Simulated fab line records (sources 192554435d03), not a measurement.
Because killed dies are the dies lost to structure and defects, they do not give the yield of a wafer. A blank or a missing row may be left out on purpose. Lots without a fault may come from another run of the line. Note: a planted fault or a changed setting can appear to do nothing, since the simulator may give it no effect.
Which of the tools did it? + flow n5-finfet + 40 wafers sampled from 14 lots at 1 step of a route of 1938

WHAT THE GAUGES READ, wafer by wafer
N5_BEOL_M0_SAQP_CD_MEAS_25 targets a cd of 13.1 nm.
| lot  | measured     | on        | cd-nm (nm)        |
|------|--------------|-----------|-------------------|
| L884 | day 6 04:56  | cd-sem-02 | 12.61 12.95       |
| L886 | day 6 16:43  | cd-sem-01 | 13.19 12.56 12.53 |
| L887 | day 6 20:09  | cd-sem-03 | 12.81 12.54 12.71 |
| L888 | day 7 01:44  | cd-sem-03 | 12.77 12.71 12.37 |
| L890 | day 7 16:08  | cd-sem-01 | 12.49 12.62 12.42 |
| L891 | day 7 20:14  | cd-sem-03 | 12.81 12.47 12.85 |
| L892 | day 8 02:11  | cd-sem-02 | 12.94 12.58 12.68 |
| L893 | day 8 12:50  | cd-sem-02 | 13.05 12.87 12.20 |
| L898 | day 9 18:32  | cd-sem-02 | 12.59 12.72       |
| L900 | day 10 06:25 | cd-sem-01 | 12.98 12.85 12.97 |
| L901 | day 10 08:19 | cd-sem-03 | 12.86 12.57 12.81 |
| L903 | day 10 21:16 | cd-sem-01 | 12.71 12.91 12.47 |
| L904 | day 11 00:37 | cd-sem-02 | 12.93 12.80 12.75 |
| L905 | day 11 09:44 | cd-sem-01 | 13.11 12.62 13.12 |

WHAT TOOL EACH LOT RAN ON (gives the tool, then ch and the chambers of the sampled wafers, and finally the start)
There is no process step in the record ahead of these readings.

AS READ BY THE TOOLS THEMSELVES (means over the sampled wafers that have a number; for cases with no such wafer, the mark the record gives instead)
The record holds no such reading with a usual standard deviation.

THE ANSWER, worked out from the rows above alone
Rule: what is usual is taken from the lots themselves. The widest of any qualifying gaps counts: lots, ordered by their means at a reading, are off when they make up no more than a third of the lots, leave a main group of 4 or more, and stand apart from it by 3 or more times the standard deviation of that group's means. Not used: any main group whose means are identical at the precision the tables above print for the reading. Also off: a lot with no number at a reading for which 4 or more lots have one. The other lots that the step has rows for count as sound. After the gauges, taken in route order, come the tools' own readings; for these a lot's mean is taken, as printed above. At the first step where some lot is off, the reading lying furthest off is the one used; lots without a number count as furthest.
None of the lots is off at any reading shown; this tells nothing.

WHAT THE SIMULATOR HAD INSERTED
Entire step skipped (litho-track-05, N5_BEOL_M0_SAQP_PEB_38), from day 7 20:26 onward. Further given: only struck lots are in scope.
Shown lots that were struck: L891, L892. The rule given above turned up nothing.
